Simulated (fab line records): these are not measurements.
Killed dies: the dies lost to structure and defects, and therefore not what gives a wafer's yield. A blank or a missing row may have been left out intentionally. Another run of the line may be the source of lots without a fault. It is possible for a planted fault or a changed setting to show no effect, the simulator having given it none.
fab line records    flow n5_finfet    part 1 of 2: steps 1 to 4 of 6
[record] lots = 21  wafers = 63  last_day = 18
route steps=1938 shown FIN_CUT@172 STI_FIN_REVEAL@199 DUMMY_GATE@235
lots that met no fault: from a run of the same line without faults
start_h: hours from the record's opening day to when the first of the lot's shown wafers began    wait_h: hours elapsed since this lot's preceding step    " same as the row above    L1.1+2: one row covering several wafers at once    - either no value or no given start    * or withheld: withheld    < > ~ a bound
route shown NAME@n: NAME is a module with steps in the file, n the number in the route of the first one    usual: mean/standard deviation taken from wafers without a fault    same: alike in all rows    chamber/n: place in a boat    sites: the reading at each site    _std_site: standard deviation of those values    _edge_site: inner sites' mean taken away from outer sites' mean    radius_mm: for every site, how far away it sits from the centre of the wafer    mask NAME#n: copy n    behind: the last tool/chamber to shape the wafer    hold: why the lot went on hold/how many hours it stayed there/how the hold came to an end    device: transistor that didn't switch, given as n, p or np    end of line: tests of these same wafers at the route's end    a step given without rows: its recipe and nothing more    killed: dies lost to structure and defects at the first sort, not the wafer's yield    map: the dies of a wafer, with x for killed, . for not killed, _ for no die there
set.NAME: the run value of the setting; set.NAME@STEP: its run value at that earlier step    model.NAME: the simulator's own value behind a step, which no gauge read
one table for each step of the route and one row for each wafer, over a sample of lots
services: from which hour (start_h, from the record's first day; less than 0 if before it) a tool's chamber was out of use, for how many hours, and why
[[steps]]
[step N5_FIN_CUT_STRIP_24]
[recipe] chemistry = CF4  resist = SiARC  power_w = 300  bias_power_w = 75  pressure_mtorr = 50  cf4_flow_sccm = 150  rf_frequency_hz = 6e+07
[usual] drypump_motor_current_A = 6.0/0.42  oes_product_au = 0.76/0.078  rf_vpp_V = 270.9/1.5  showerhead_plenum_p_Torr = 1.79/0.05  throttle_valve_pct = 13.65/0.26
lot.wafer  tool         chamber  start_h  wait_h  drypump_motor_current_A  oes_product_au  rf_hours_counter_h  rf_vpp_V  showerhead_plenum_p_Torr  throttle_valve_pct
L074.3     rie_diel-02  1        27.40    0.0     5.7                      0.78            114                 269.3     1.74                      13.89
L074.4     "            0        "        "       6.6                      0.96            2                   271.1     1.85                      13.11
L074.6     "            2        "        "       5.7                      0.69            -                   269.4     1.74                      14.06
L075.1     rie_diel-03  0        33.86    0.0     5.3                      0.83            65                  271.9     1.82                      13.43
L075.2     "            2        "        "       6.6                      0.74            172                 270.6     1.79                      13.62
L075.4     "            1        "        "       5.8                      0.70            219                 272.3     1.76                      13.72
L076.2     rie_diel-03  2        40.16    0.0     6.6                      0.74            174                 272.5     1.79                      13.61
L076.3     "            0        "        "       5.3                      0.84            67                  271.1     1.82                      13.43
L076.4     "            1        "        "       5.8                      0.70            221                 271.8     1.76                      13.70
L077.2     rie_diel-02  2        45.20    0.0     5.7                      0.69            203                 269.6     1.73                      14.06
L077.5     "            2        "        "       5.7                      0.69            -                   269.0     1.73                      14.04
L077.6     "            3        "        "       5.9                      0.77            -                   269.9     1.74                      13.44
L078.1     rie_diel-02  3        51.10    0.0     5.8                      0.77            142                 267.8     1.74                      13.44
L078.4     "            1        "        "       5.7                      0.77            118                 269.7     1.74                      13.88
L078.5     "            2        "        "       5.7                      0.69            -                   269.1     1.73                      14.04
L079.3     rie_diel-01  0        57.56    0.0     6.2                      0.71            222                 270.3     1.84                      13.75
L079.4     "            0        "        "       6.2                      0.71            -                   271.7     1.84                      13.74
L079.6     "            3        "        "       5.9                      0.73            -                   271.1     1.80                      13.69
L080.1     rie_diel-02  0        63.67    0.0     6.7                      0.93            14                  271.6     1.84                      13.12
L080.3     "            1        "        "       5.8                      0.76            121                 269.6     1.74                      13.89
L080.4     "            3        "        "       5.8                      0.77            144                 269.7     1.74                      13.45
L081.2     rie_diel-01  2        70.20    0.0     6.0                      0.75            128                 273.1     1.86                      13.71
L081.3     "            0        "        "       6.2                      0.70            227                 271.5     1.84                      13.76
L081.5     "            3        "        "       5.9                      0.73            -                   270.0     1.80                      13.69
L082.3     rie_diel-03  0        75.98    0.0     5.3                      0.83            78                  271.3     1.82                      13.44
L082.4     "            2        "        "       6.6                      0.73            183                 271.2     1.79                      13.63
L082.6     "            0        "        "       5.3                      0.83            -                   271.5     1.82                      13.46
L084.2     rie_diel-02  0        87.95    0.0     6.7                      0.91            22                  272.0     1.84                      13.14
L084.4     "            3        "        "       5.8                      0.76            154                 269.5     1.74                      13.47
L084.6     "            3        "        "       5.8                      0.75            -                   269.4     1.74                      13.49
L086.2     rie_diel-02  2        98.34    0.0     5.7                      0.67            220                 268.8     1.73                      14.08
L086.5     "            3        "        "       5.9                      0.76            -                   267.5     1.74                      13.47
L086.6     "            0        "        "       6.6                      0.90            -                   272.8     1.84                      13.16
L087.2     rie_diel-01  2        107.88   0.0     6.0                      0.73            141                 273.0     1.86                      13.70
L087.3     "            3        "        "       5.8                      0.72            180                 270.7     1.80                      13.73
L087.6     "            3        "        "       5.9                      0.73            -                   270.3     1.80                      13.72
L088.1     rie_diel-02  2        110.70   0.0     5.7                      0.68            224                 269.5     1.73                      14.09
L088.2     "            1        "        "       5.7                      0.76            136                 268.7     1.74                      13.93
L088.3     "            3        "        "       5.9                      0.76            162                 269.4     1.74                      13.48
L089.2     rie_diel-03  3        117.55   0.0     6.4                      0.71            189                 271.6     1.87                      13.76
L089.4     "            1        "        "       5.9                      0.68            242                 270.1     1.75                      13.76
L089.6     "            1        "        "       5.8                      0.69            -                   270.2     1.75                      13.77
L090.1     rie_diel-01  0        123.15   0.0     6.2                      0.70            243                 272.9     1.84                      13.78
L090.3     "            2        "        "       6.0                      0.74            145                 273.1     1.86                      13.71
L090.5     "            0        "        "       6.2                      0.70            -                   273.2     1.84                      13.79
L091.1     rie_diel-01  2        130.63   0.0     6.0                      0.73            147                 273.2     1.86                      13.71
L091.2     "            3        "        "       5.9                      0.72            185                 271.8     1.80                      13.74
L091.4     "            0        "        "       6.2                      0.70            245                 271.5     1.83                      13.81
L093.1     rie_diel-03  3        142.08   0.0     6.5                      0.71            197                 272.0     1.87                      13.80
L093.5     "            2        "        "       6.6                      0.72            -                   270.7     1.78                      13.67
L093.6     "            3        "        "       6.4                      0.71            -                   273.3     1.87                      13.78
L094.2     rie_diel-03  3        147.94   0.0     6.4                      0.70            199                 271.7     1.87                      13.78
L094.3     "            2        "        "       6.6                      0.72            205                 271.6     1.78                      13.70
L094.5     "            3        "        "       6.4                      0.71            -                   272.0     1.87                      13.78
L095.1     rie_diel-02  0        153.25   0.0     6.6                      0.87            43                  272.2     1.84                      13.19
L095.2     "            3        "        "       5.9                      0.75            175                 270.7     1.73                      13.52
L095.4     "            1        "        "       5.8                      0.74            150                 269.9     1.73                      13.94
L096.4     rie_diel-02  0        158.96   0.0     6.7                      0.87            45                  271.8     1.84                      13.21
L096.5     "            3        "        "       5.8                      0.74            -                   269.5     1.73                      13.51
L096.6     "            0        "        "       6.7                      0.87            -                   271.8     1.84                      13.21
L097.2     rie_diel-03  0        167.03   0.0     5.3                      0.80            107                 271.4     1.81                      13.53
L097.4     "            2        "        "       6.6                      0.72            -                   269.8     1.78                      13.70
L097.5     "            1        "        "       5.8                      0.97            -                   269.4     1.75                      13.23
[step N5_FIN_CUT_STRIP_22]
[recipe] chemistry = N2/H2  power_w = 500  temp_c = 40  pressure_mtorr = 50  rf_frequency_hz = 6e+07  overash_fraction = 0.3  bias_power_w = 8  h2_frac = 0.5  n2_flow_sccm = 300  h2_flow_sccm = 300
[usual] drypump_motor_current_A = 6.0/0.38  oes_product_au = 0.77/0.088  rf_vpp_V = 54.2/2.4  showerhead_plenum_p_Torr = 3.34/0.095  throttle_valve_pct = 18.9/0.38
lot.wafer  tool         chamber  start_h  wait_h  drypump_motor_current_A  oes_product_au  rf_hours_counter_h  rf_vpp_V  showerhead_plenum_p_Torr  throttle_valve_pct
L074.3     rie_diel-02  3        27.75    0.0     5.8                      0.77            133                 50.9      3.24                      19.0
L074.4     "            0        "        "       6.7                      0.99            2                   60.4      3.44                      18.0
L074.6     "            2        "        "       5.7                      0.67            -                   53.3      3.20                      19.3
L075.1     rie_diel-02  0        34.26    0.1     6.7                      1.00            5                   52.5      3.44                      18.1
L075.2     "            3        "        "       5.9                      0.80            136                 52.8      3.24                      19.0
L075.4     "            1        "        "       5.7                      0.78            116                 52.7      3.22                      18.9
L076.2     rie_diel-02  2        40.50    0.0     5.7                      0.68            201                 51.7      3.20                      19.3
L076.3     "            3        "        "       5.9                      0.77            138                 57.3      3.24                      19.0
L076.4     "            2        "        "       5.7                      0.70            -                   50.5      3.20                      19.3
L077.2     rie_diel-03  3        45.56    0.1     6.4                      0.72            168                 57.1      3.47                      19.1
L077.5     "            2        "        "       6.5                      0.76            -                   56.6      3.34                      19.1
L077.6     "            3        "        "       6.4                      0.73            -                   55.5      3.47                      19.0
L078.1     rie_diel-01  1        51.49    0.1     6.1                      0.69            249                 53.0      3.30                      19.0
L078.4     "            3        "        "       5.9                      0.75            160                 56.0      3.35                      19.4
L078.5     "            2        "        "       6.0                      0.75            -                   54.1      3.49                      19.1
L079.3     rie_diel-01  0        57.90    0.0     6.2                      0.71            222                 58.3      3.41                      18.7
L079.4     "            3        "        "       5.9                      0.76            -                   55.7      3.35                      19.4
L079.6     "            0        "        "       6.2                      0.70            -                   52.3      3.41                      18.7
L080.1     rie_diel-01  0        64.00    0.0     6.2                      0.70            224                 53.4      3.41                      18.7
L080.3     "            2        "        "       6.1                      0.75            126                 50.1      3.49                      19.1
L080.4     "            3        "        "       5.9                      0.74            -                   55.6      3.35                      19.4
L081.2     rie_diel-03  2        70.61    0.1     6.6                      0.75            182                 55.2      3.34                      19.1
L081.3     "            1        "        "       5.8                      0.70            229                 50.9      3.31                      18.6
L081.5     "            1        "        "       5.8                      0.69            -                   50.2      3.31                      18.6
L082.3     rie_diel-02  0        76.51    0.2     6.7                      0.94            18                  55.7      3.43                      18.0
L082.4     "            3        "        "       5.9                      0.76            150                 56.3      3.23                      19.0
L082.6     "            1        "        "       5.8                      0.79            -                   55.6      3.21                      18.9
L084.2     rie_diel-01  3        88.29    0.0     5.9                      0.74            174                 55.3      3.34                      19.4
L084.4     "            2        "        "       6.1                      0.74            135                 57.9      3.48                      19.1
L084.6     "            2        "        "       6.1                      0.74            -                   56.1      3.49                      19.1
L086.2     rie_diel-02  2        98.67    0.0     5.7                      0.68            220                 48.9      3.19                      19.3
L086.5     "            0        "        "       6.7                      0.93            -                   57.6      3.43                      18.1
L086.6     "            1        "        "       5.7                      0.77            -                   56.3      3.21                      18.9
L087.2     rie_diel-03  0        108.25   0.1     5.3                      0.82            87                  52.2      3.38                      18.6
L087.3     "            3        "        "       6.4                      0.72            187                 58.0      3.46                      19.0
L087.6     "            0        "        "       5.2                      0.81            -                   51.6      3.38                      18.6
L088.1     rie_diel-02  1        111.03   0.0     5.7                      0.77            136                 54.4      3.21                      18.9
L088.2     "            0        "        "       6.7                      0.93            30                  50.7      3.42                      18.0
L088.3     "            2        "        "       5.7                      0.68            224                 52.5      3.19                      19.3
L089.2     rie_diel-02  3        117.88   0.0     5.8                      0.76            163                 54.4      3.22                      19.0
L089.4     "            1        "        "       5.8                      0.75            -                   51.5      3.21                      18.9
L089.6     "            0        "        "       6.7                      0.94            -                   57.1      3.42                      18.1
L090.1     rie_diel-01  1        123.50   0.1     6.1                      0.94            10                  57.3      3.30                      18.7
L090.3     "            3        "        "       5.9                      0.74            184                 53.7      3.34                      19.4
L090.5     "            0        "        "       6.2                      0.69            -                   54.7      3.40                      18.7
L091.1     rie_diel-02  2        131.10   0.0     5.7                      0.67            227                 55.7      3.19                      19.4
L091.2     "            0        "        "       6.7                      0.90            36                  53.5      3.42                      18.1
L091.4     "            1        "        "       5.8                      0.77            142                 51.0      3.20                      18.9
L093.1     rie_diel-01  2        142.41   0.0     6.0                      0.72            150                 54.7      3.48                      19.2
L093.5     "            2        "        "       6.1                      0.72            -                   53.5      3.48                      19.2
L093.6     "            1        "        "       6.1                      0.94            -                   52.9      3.29                      18.7
L094.2     rie_diel-03  3        148.27   0.0     6.4                      0.69            199                 53.4      3.45                      19.1
L094.3     "            0        "        "       5.2                      0.82            99                  51.6      3.37                      18.7
L094.5     "            0        "        "       5.3                      0.79            -                   52.3      3.37                      18.6
L095.1     rie_diel-02  2        153.59   0.1     5.7                      0.67            235                 53.6      3.18                      19.3
L095.2     "            0        "        "       6.7                      0.90            43                  54.5      3.41                      18.1
L095.4     "            3        "        "       5.9                      0.75            175                 55.8      3.22                      19.1
L096.4     rie_diel-03  2        159.32   0.1     6.6                      0.73            -                   54.8      3.32                      19.1
L096.5     "            2        "        "       6.6                      0.72            -                   49.2      3.32                      19.1
L096.6     "            0        "        "       5.3                      0.78            -                   53.8      3.37                      18.6
L097.2     rie_diel-01  2        167.37   0.0     6.0                      0.70            159                 52.4      3.47                      19.2
L097.4     "            0        "        "       6.2                      0.95            4                   54.1      3.39                      18.3
L097.5     "            0        "        "       6.2                      0.94            -                   50.8      3.40                      18.3
[step N5_STI_FIN_REVEAL_ETCH_34]
[recipe] chemistry = H2  mode = isotropic  material = Si  target = Si  target_depth_a = 9.7  temp_c = 20  pressure_mtorr = 4.5  icp_w = 300  bias_w = 0  h2_flow_sccm = 7.5  he_flow_sccm = 142.5
[usual] drypump_motor_current_A = 5.70/0.29  oes_product_au = 1.006/0.019  throttle_valve_pct = 26.4/0.71
[same] bias_w = 0
lot.wafer  tool       chamber  start_h  wait_h  drypump_motor_current_A  oes_product_au  rf_hours_counter_h  throttle_valve_pct
L074.3     rie_si-06  0        36.07    0.1     5.80                     1.030           158                 26.4
L074.4     "          1        "        "       5.69                     1.003           40                  26.3
L074.6     "          3        "        "       5.68                     1.026           -                   27.0
L075.1     rie_si-03  3        44.31    0.2     5.23                     0.981           53                  27.0
L075.2     "          0        "        "       5.45                     1.000           154                 25.6
L075.4     "          1        "        "       5.29                     1.019           7                   27.1
L076.2     rie_si-03  3        49.39    0.1     5.28                     0.974           53                  27.0
L076.3     "          2        "        "       6.26                     1.010           54                  27.1
L076.4     "          0        "        "       5.42                     1.014           155                 25.6
L077.2     rie_si-06  1        54.13    0.2     5.71                     0.993           41                  26.3
L077.5     "          2        "        "       5.85                     0.993           -                   25.3
L077.6     "          1        "        "       5.70                     0.992           -                   26.3
L078.1     rie_si-06  1        60.33    0.2     5.68                     0.992           41                  26.3
L078.4     "          3        "        "       5.67                     1.033           25                  26.9
L078.5     "          1        "        "       5.68                     0.988           -                   26.3
L079.3     rie_si-03  0        66.51    0.1     5.42                     1.022           155                 25.6
L079.4     "          3        "        "       5.24                     0.980           54                  27.0
L079.6     "          2        "        "       6.30                     1.020           -                   27.1
L080.1     rie_si-06  1        72.18    0.2     5.69                     0.993           41                  26.3
L080.3     "          3        "        "       5.68                     1.032           25                  27.0
L080.4     "          2        "        "       5.83                     0.995           3                   25.3
L081.2     rie_si-06  2        79.98    0.1     5.83                     0.992           3                   25.3
L081.3     "          0        "        "       5.84                     1.013           159                 26.3
L081.5     "          2        "        "       5.86                     0.992           -                   25.3
L082.3     rie_si-01  0        85.51    0.1     5.73                     1.027           54                  25.8
L082.4     "          1        "        "       5.66                     0.972           155                 27.5
L082.6     "          1        "        "       5.70                     0.972           -                   27.5
L084.2     rie_si-06  2        96.76    0.1     5.84                     0.995           3                   25.3
L084.4     "          0        "        "       5.82                     1.018           159                 26.3
L084.6     "          0        "        "       5.81                     1.017           -                   26.3
L086.2     rie_si-06  0        107.40   0.1     5.83                     1.018           160                 26.4
L086.5     "          3        "        "       5.68                     1.038           -                   26.9
L086.6     "          0        "        "       5.84                     1.006           -                   26.3
L087.2     rie_si-06  3        116.79   0.1     5.67                     1.033           26                  26.9
L087.3     "          1        "        "       5.64                     0.997           42                  26.3
L087.6     "          1        "        "       5.71                     1.011           -                   26.3
L088.1     rie_si-03  1        119.49   0.2     5.29                     1.017           8                   27.1
L088.2     "          0        "        "       5.43                     1.007           156                 25.6
L088.3     "          2        "        "       6.28                     1.009           55                  27.0
L089.2     rie_si-01  1        126.83   0.1     5.70                     0.968           156                 27.5
L089.4     "          0        "        "       5.71                     1.013           55                  25.8
L089.6     "          2        "        "       5.93                     1.013           -                   25.7
L090.1     rie_si-03  2        131.95   0.2     6.31                     1.018           56                  27.1
L090.3     "          1        "        "       5.28                     1.014           9                   27.1
L090.5     "          0        "        "       5.43                     1.018           -                   25.6
L091.1     rie_si-03  2        139.31   0.2     6.28                     1.001           56                  27.1
L091.2     "          1        "        "       5.31                     1.022           9                   27.1
L091.4     "          3        "        "       5.24                     0.972           55                  27.0
L093.1     rie_si-06  1        150.72   0.2     5.70                     1.010           42                  26.3
L093.5     "          1        "        "       5.70                     1.002           -                   26.3
L093.6     "          0        "        "       5.80                     1.034           -                   26.3
L094.2     rie_si-01  2        156.54   0.1     5.90                     1.021           26                  25.7
L094.3     "          3        "        "       5.91                     1.020           2                   25.4
L094.5     "          3        "        "       5.90                     1.019           -                   25.4
L095.1     rie_si-03  2        161.76   0.2     6.30                     1.012           56                  27.1
L095.2     "          3        "        "       5.25                     0.979           55                  27.0
L095.4     "          1        "        "       5.25                     1.022           9                   27.1
L096.4     rie_si-01  0        169.95   0.1     5.72                     1.013           56                  25.8
L096.5     "          3        "        "       5.93                     1.009           -                   25.4
L096.6     "          0        "        "       5.69                     1.011           -                   25.8
L097.2     rie_si-01  1        175.70   0.1     5.69                     0.961           157                 27.5
L097.4     "          3        "        "       5.91                     1.010           3                   25.4
L097.5     "          3        "        "       5.91                     1.006           -                   25.4
[step N5_STI_FIN_REVEAL_OXIDATION_31]
[recipe] chemistry = O2_PLASMA_REMOTE  temp_c = 150  time_s = 20  pressure_mtorr = 1000  source_power_w = 2000  o2_flow_sccm = 3000
[usual] drypump_motor_current_A = 5.7/0.41  heater_power_w = 148/7.4
lot.wafer  tool             chamber  start_h  wait_h  drypump_motor_current_A  heater_power_w  rf_hours_counter_h
L074.3     plasma_asher-02  0        36.15    0.1     5.8                      144             -
L074.4     "                1        "        "       5.5                      153             -
L074.6     "                0        "        "       5.8                      145             -
L075.1     plasma_asher-01  0        44.37    0.0     5.1                      160             33
L075.2     "                1        "        "       6.4                      145             33
L075.4     "                1        "        "       6.4                      145             -
L076.2     plasma_asher-01  0        49.45    0.0     5.1                      167             35
L076.3     "                0        "        "       5.1                      159             -
L076.4     "                1        "        "       6.4                      140             -
L077.2     plasma_asher-02  1        54.19    0.0     5.5                      150             79
L077.5     "                0        "        "       5.8                      142             -
L077.6     "                1        "        "       5.5                      148             -
L078.1     plasma_asher-01  1        60.39    0.0     6.4                      143             37
L078.4     "                1        "        "       6.4                      146             -
L078.5     "                0        "        "       5.1                      163             -
L079.3     plasma_asher-01  1        66.59    0.1     6.4                      144             -
L079.4     "                0        "        "       5.1                      164             -
L079.6     "                0        "        "       5.1                      159             -
L080.1     plasma_asher-02  0        72.24    0.0     5.8                      140             82
L080.3     "                1        "        "       5.5                      149             -
L080.4     "                0        "        "       5.8                      143             -
L081.2     plasma_asher-01  0        80.04    0.0     5.1                      165             41
L081.3     "                0        "        "       5.1                      159             -
L081.5     "                1        "        "       6.5                      146             -
L082.3     plasma_asher-01  0        85.59    0.1     5.1                      164             -
L082.4     "                1        "        "       6.4                      148             -
L082.6     "                1        "        "       6.4                      145             -
L084.2     plasma_asher-02  0        96.82    0.0     5.8                      142             87
L084.4     "                0        "        "       5.8                      143             -
L084.6     "                1        "        "       5.5                      151             -
L086.2     plasma_asher-02  0        107.46   0.0     5.8                      143             89
L086.5     "                0        "        "       5.8                      138             -
L086.6     "                1        "        "       5.5                      151             -
L087.2     plasma_asher-02  1        116.85   0.0     5.5                      146             91
L087.3     "                0        "        "       5.8                      144             -
L087.6     "                0        "        "       5.8                      140             -
L088.1     plasma_asher-02  1        119.55   0.0     5.5                      148             91
L088.2     "                0        "        "       5.8                      140             91
L088.3     "                1        "        "       5.5                      151             -
L089.2     plasma_asher-02  1        126.89   0.0     5.4                      147             92
L089.4     "                0        "        "       5.8                      137             -
L089.6     "                1        "        "       5.5                      150             -
L090.1     plasma_asher-01  1        132.01   0.0     6.5                      148             52
L090.3     "                0        "        "       5.1                      161             -
L090.5     "                0        "        "       5.1                      160             -
L091.1     plasma_asher-02  0        139.52   0.2     5.8                      139             96
L091.2     "                1        "        "       5.5                      149             96
L091.4     "                0        "        "       5.8                      141             -
L093.1     plasma_asher-02  1        150.78   0.0     5.5                      150             100
L093.5     "                0        "        "       5.8                      142             -
L093.6     "                1        "        "       5.5                      153             -
L094.2     plasma_asher-02  0        156.60   0.0     5.8                      140             102
L094.3     "                0        "        "       5.8                      139             -
L094.5     "                1        "        "       5.5                      148             -
L095.1     plasma_asher-02  0        161.82   0.0     5.8                      142             102
L095.2     "                1        "        "       5.4                      149             102
L095.4     "                1        "        "       5.5                      148             -
L096.4     plasma_asher-01  1        170.03   0.1     6.4                      142             -
L096.5     "                0        "        "       5.1                      166             -
L096.6     "                1        "        "       6.4                      145             -
L097.2     plasma_asher-02  1        175.76   0.0     5.5                      148             105
L097.4     "                1        "        "       5.5                      154             -
L097.5     "                1        "        "       5.5                      150             -
